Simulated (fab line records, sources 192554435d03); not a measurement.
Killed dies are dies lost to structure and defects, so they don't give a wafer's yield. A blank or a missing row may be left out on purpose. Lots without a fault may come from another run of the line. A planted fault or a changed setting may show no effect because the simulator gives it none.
Which tool did it? | flow n5_finfet | 10 lots, 30 wafers sampled, at 5 steps of a route of 1938

WHAT THE GAUGES READ, wafer by wafer
N5_MOL_CONTACT_COAG_CD_MEAS_101: target cd 16 nm. Usual: cd_nm 16.2 nm, standard deviation 0.36.
lot  | measured     | on        | cd_nm (nm)     | flag
L168 | day 5 04:22  | cd_sem-01 | 15.9 16.1 16.1 |
L169 | day 5 14:24  | cd_sem-01 | 15.8 16.3 15.7 |
L171 | day 6 00:04  | cd_sem-01 | 15.8 16.3 15.8 |
L172 | day 6 05:02  | cd_sem-02 | 16.7 15.9 16.5 |
L174 | day 6 20:13  | cd_sem-03 | 16.8 16.4 16.5 |
L181 | day 8 14:37  | cd_sem-01 | 16.2 16.3 16.2 |
L183 | day 9 00:22  | cd_sem-03 | 15.5 16.3 16.3 |
L185 | day 9 14:13  | cd_sem-02 | 16.0 16.8 16.9 |
L186 | day 9 17:39  | cd_sem-03 | 15.5 16.1 16.1 |
L191 | day 10 21:38 | cd_sem-02 | 16.6 16.5 15.5 |

N5_BEOL_M4_RC_MEAS_101. Usual: DIBL_N 35.9 mV/V, standard deviation 1.9; DIBL_P 35.8 mV/V, standard deviation 2.4; IOFF_N 0.15 nA/um, standard deviation 0.031; IOFF_P 0.21 nA/um, standard deviation 0.037; ION_N 672 uA/um, standard deviation 13; ION_P 462 uA/um, standard deviation 8.3; SS_N 71.5 mV/dec, standard deviation 0.72; SS_P 73.2 mV/dec, standard deviation 0.67; VT_N 250 mV, standard deviation 3.4; VT_P -250 mV, standard deviation 3.4.
lot  | measured     | on        | DIBL_N (mV/V)  | DIBL_P (mV/V)  | IOFF_N (nA/um) | IOFF_P (nA/um) | ION_N (uA/um) | ION_P (uA/um) | SS_N (mV/dec)  | SS_P (mV/dec)  | VT_N (mV)   | VT_P (mV)      | flag
L168 | day 7 22:57  | prober-02 | 37.0 36.5 36.5 | 37.6 35.3 36.1 | 0.15 0.13 0.13 | 0.22 0.18 0.19 | 676 657 660   | 466 450 457   | 71.2 71.2 71.4 | 73.8 73.2 72.7 | 250 253 252 | -250 -253 -251 |
L169 | day 8 08:36  | prober-01 | 36.6 34.4 35.2 | 36.7 35.1 36.2 | 0.16 0.12 0.14 | 0.23 0.21 0.23 | 671 640 667   | 469 456 472   | 71.6 70.6 70.9 | 73.5 73.6 73.5 | 250 257 253 | -248 -249 -249 |
L171 | day 9 05:14  | prober-02 | 35.8 37.4 35.5 | 35.0 36.8 34.3 | 0.13 0.16 0.13 | 0.18 0.22 0.18 | 661 669 669   | 453 462 459   | 71.1 72.1 71.0 | 72.7 73.6 73.0 | 251 252 252 | -252 -250 -251 |
L172 | day 9 12:59  | prober-01 | 37.3 36.3 36.6 | 37.0 33.6 35.0 | 0.16 0.15 0.14 | 0.24 0.19 0.21 | 672 658 661   | 469 450 461   | 71.5 72.1 72.0 | 73.0 73.0 73.7 | 253 252 251 | -246 -252 -251 |
L174 | day 9 12:15  | prober-02 | 35.1 37.4 38.2 | 36.0 37.4 37.8 | 0.15 0.18 0.18 | 0.20 0.23 0.24 | 675 683 668   | 460 466 467   | 71.0 71.9 73.1 | 73.3 74.1 73.8 | 249 248 248 | -250 -251 -249 |
L181 | day 11 05:10 | prober-01 | 36.8 35.0 34.6 | 38.0 35.3 36.1 | 0.17 0.14 0.14 | 0.24 0.20 0.21 | 676 655 679   | 465 459 470   | 71.6 71.8 71.0 | 73.1 73.2 73.0 | 249 253 249 | -245 -247 -246 |
L183 | day 11 16:10 | prober-01 | 38.7 38.1 36.4 | 40.9 38.9 37.9 | 0.24 0.21 0.17 | 0.30 0.25 0.22 | 691 670 684   | 472 463 469   | 72.6 72.7 71.6 | 73.3 72.8 74.0 | 244 247 251 | -245 -244 -247 |
L185 | day 11 21:08 | prober-02 | 39.6 38.2 36.8 | 39.5 36.9 36.1 | 0.21 0.18 0.16 | 0.29 0.24 0.22 | 684 682 674   | 476 469 464   | 71.4 72.2 71.6 | 74.8 73.5 73.5 | 243 247 248 | -247 -251 -249 |
L186 | day 12 23:16 | prober-01 | 35.1 38.3 37.1 | 33.9 38.0 36.6 | 0.13 0.18 0.16 | 0.17 0.23 0.20 | 674 693 674   | 463 480 455   | 71.7 71.4 72.0 | 72.8 73.7 73.1 | 254 250 251 | -256 -249 -253 |
L191 | day 14 01:53 | prober-02 | 34.6 36.8 36.9 | 33.6 35.7 35.7 | 0.13 0.17 0.16 | 0.20 0.23 0.23 | 674 690 682   | 473 475 473   | 70.6 71.4 71.3 | 72.7 73.0 72.5 | 250 249 253 | -251 -247 -247 |

WHICH TOOL RAN EACH LOT (tool, then ch and the chambers of the sampled wafers, then the start)
lot  | N5_MOL_CONTACT_COAG_VIA_ETCH_117  | N5_MOL_CONTACT_COAG_CVD_140   | N5_BEOL_M0_SAQP_PECVD_03
L168 | rie_diel-04 ch 0,1,2, day 5 04:01 | cvd_w-01 ch 0,1, day 5 04:30  | pecvd-02 ch 0,1,2, day 5 09:07
L169 | rie_diel-06 ch 1,2,3, day 5 13:59 | cvd_w-01 ch 0,1, day 5 14:32  | pecvd-03 ch 1,2, day 5 19:50
L171 | rie_diel-05 ch 0,1,2, day 5 23:43 | cvd_w-01 ch 0,1, day 6 00:11  | pecvd-04 ch 0,1,2, day 6 05:08
L172 | rie_diel-04 ch 0,1,3, day 6 04:21 | cvd_w-01 ch 0,1, day 6 05:11  | pecvd-04 ch 0,2, day 6 09:43
L174 | rie_diel-05 ch 1,2,3, day 6 19:52 | cvd_w-01 ch 0,1, day 6 20:25  | pecvd-02 ch 0,1, day 7 02:25
L181 | rie_diel-05 ch 0,1,2, day 8 14:16 | cvd_w-02 ch 0,1, day 8 14:49  | pecvd-04 ch 0,1,2, day 8 20:17
L183 | rie_diel-05 ch 0,2,3, day 8 23:46 | cvd_w-01 ch 0,1, day 9 00:30  | pecvd-04 ch 0,1,2, day 9 04:43
L185 | rie_diel-05 ch 1,2, day 9 13:52   | cvd_w-02 ch 0,1, day 9 14:20  | pecvd-02 ch 0,1,2, day 9 19:04
L186 | rie_diel-04 ch 1,2,3, day 9 17:17 | cvd_w-01 ch 0,1, day 9 17:52  | pecvd-04 ch 0,1, day 10 00:19
L191 | rie_diel-05 ch 1,3, day 10 21:16  | cvd_w-01 ch 0,1, day 10 21:50 | pecvd-02 ch 0,1, day 11 04:02
- N5_MOL_CONTACT_COAG_VIA_ETCH_117: etches SiO2 in C4F6/O2, target depth 40 nm, overetch 8 nm, time 26 s.
- N5_MOL_CONTACT_COAG_CVD_140: deposits W, target thk 66.5 nm, time 215 s.
- N5_BEOL_M0_SAQP_PECVD_03: deposits SiCN from 3MS/NH3, target thk 12 nm, time 21.1 s.

WHAT THE TOOLS THEMSELVES READ (means of the sampled wafers that have a number; where no wafer has one, the mark that the record gives instead)
N5_MOL_CONTACT_COAG_VIA_ETCH_117. Usual: C4F6_flow_sccm 10.001 sccm, standard deviation 0.026; drypump_motor_current_A 5.7 A, standard deviation 0.54; oes_product_au 0.69 a.u., standard deviation 0.06; rf_vpp_V 1588 V, standard deviation 35; showerhead_plenum_p_Torr 2.81 Torr, standard deviation 0.094; throttle_valve_pct 41.0 %, standard deviation 0.48.
lot  | tool        | C4F6_flow_sccm (sccm) | drypump_motor_current_A (A) | oes_product_au (a.u.) | rf_vpp_V (V) | showerhead_plenum_p_Torr (Torr) | throttle_valve_pct (%) | flag
L168 | rie_diel-04 | 9.988                 | 5.6                         | 0.73                  | 1575         | 2.95                            | 41.3                   |
L169 | rie_diel-06 | 9.997                 | 5.4                         | 0.72                  | 1584         | 2.76                            | 41.0                   |
L171 | rie_diel-05 | 10.005                | 6.1                         | 0.69                  | 1593         | 2.78                            | 40.6                   |
L172 | rie_diel-04 | 10.013                | 5.6                         | 0.72                  | 1564         | 2.87                            | 41.4                   |
L174 | rie_diel-05 | 10.013                | 6.0                         | 0.68                  | 1597         | 2.78                            | 40.7                   |
L181 | rie_diel-05 | 10.017                | 6.1                         | 0.67                  | 1592         | 2.77                            | 40.6                   |
L183 | rie_diel-05 | 10.012                | 5.9                         | 0.67                  | 1620         | 2.82                            | 40.9                   |
L185 | rie_diel-05 | 10.008                | 6.4                         | 0.67                  | 1605         | 2.77                            | 40.3                   |
L186 | rie_diel-04 | 10.018                | 5.2                         | 0.68                  | 1581         | 2.85                            | 41.5                   |
L191 | rie_diel-05 | 9.967                 | 5.9                         | 0.64                  | 1559         | 2.72                            | 40.7                   |

N5_MOL_CONTACT_COAG_CVD_140. Usual: heater_power_w 528 W, standard deviation 58.
lot  | tool     | heater_power_w (W) | flag
L168 | cvd_w-01 | 557                |
L169 | cvd_w-01 | 550                |
L171 | cvd_w-01 | 509                |
L172 | cvd_w-01 | 502                |
L174 | cvd_w-01 | 551                |
L181 | cvd_w-02 | 534                |
L183 | cvd_w-01 | 503                |
L185 | cvd_w-02 | 519                |
L186 | cvd_w-01 | 510                |
L191 | cvd_w-01 | 505                |

N5_BEOL_M0_SAQP_PECVD_03. Usual: run_length_s 51.4 s, standard deviation 0.38; showerhead_plenum_p_Torr 3.670 Torr, standard deviation 0.012; throttle_valve_pct 9.1 %, standard deviation 0.44.
lot  | tool     | run_length_s (s) | showerhead_plenum_p_Torr (Torr) | throttle_valve_pct (%) | flag
L168 | pecvd-02 | 51.4             | 3.666                           | 8.7                    |
L169 | pecvd-03 | 51.6             | 3.678                           | 8.8                    |
L171 | pecvd-04 | 51.5             | 3.674                           | 9.7                    |
L172 | pecvd-04 | 51.3             | 3.668                           | 9.5                    |
L174 | pecvd-02 | 51.7             | 3.661                           | 8.8                    |
L181 | pecvd-04 | 53.5             | 3.675                           | 9.6                    | OFF
L183 | pecvd-04 | 53.7             | 3.665                           | 9.6                    | OFF
L185 | pecvd-02 | 51.5             | 3.660                           | 8.8                    |
L186 | pecvd-04 | 55.3             | 3.675                           | 9.9                    | OFF
L191 | pecvd-02 | 51.8             | 3.662                           | 8.9                    |

THE ANSWER, worked out from the rows above alone
Rule: a lot is off if the mean of its wafers that have a number lies more than 3 standard deviations from the usual mean. A lot without any number at a reading at which 4 lots or more have one is off too. The other lots that the step has rows for count as sound. The gauges are gone through in route order, then the tools' own readings, and for those a lot's mean is taken as printed above. The first step at which some lot is off is used, and at that step the reading that is off furthest; a lot without a number counts as furthest.
Off: L181, L183, L186, at N5_BEOL_M0_SAQP_PECVD_03 (run_length_s).
A tool fits if, at that step or a process step before it, it ran every lot that is off, and no sound lot after the first of them. One fits: pecvd-04 at N5_BEOL_M0_SAQP_PECVD_03. Its last sound lot is L172 (day 6 09:43), its first lot that is off L181 (day 8 20:17): a fault that began between those two fits.
The tool's own readings at N5_BEOL_M0_SAQP_PECVD_03 bear it out: on the lots that are off they differ by more than 5 times the standard deviation of the sound lots' means. run_length_s reads 54.2 s there against 51.5 s on the sound lots.

WHAT THE SIMULATOR HAD PUT IN
Process parameter drift: pecvd-04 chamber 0, from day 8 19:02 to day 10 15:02, at N5_BEOL_M0_SAQP_PECVD_03. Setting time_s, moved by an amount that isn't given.
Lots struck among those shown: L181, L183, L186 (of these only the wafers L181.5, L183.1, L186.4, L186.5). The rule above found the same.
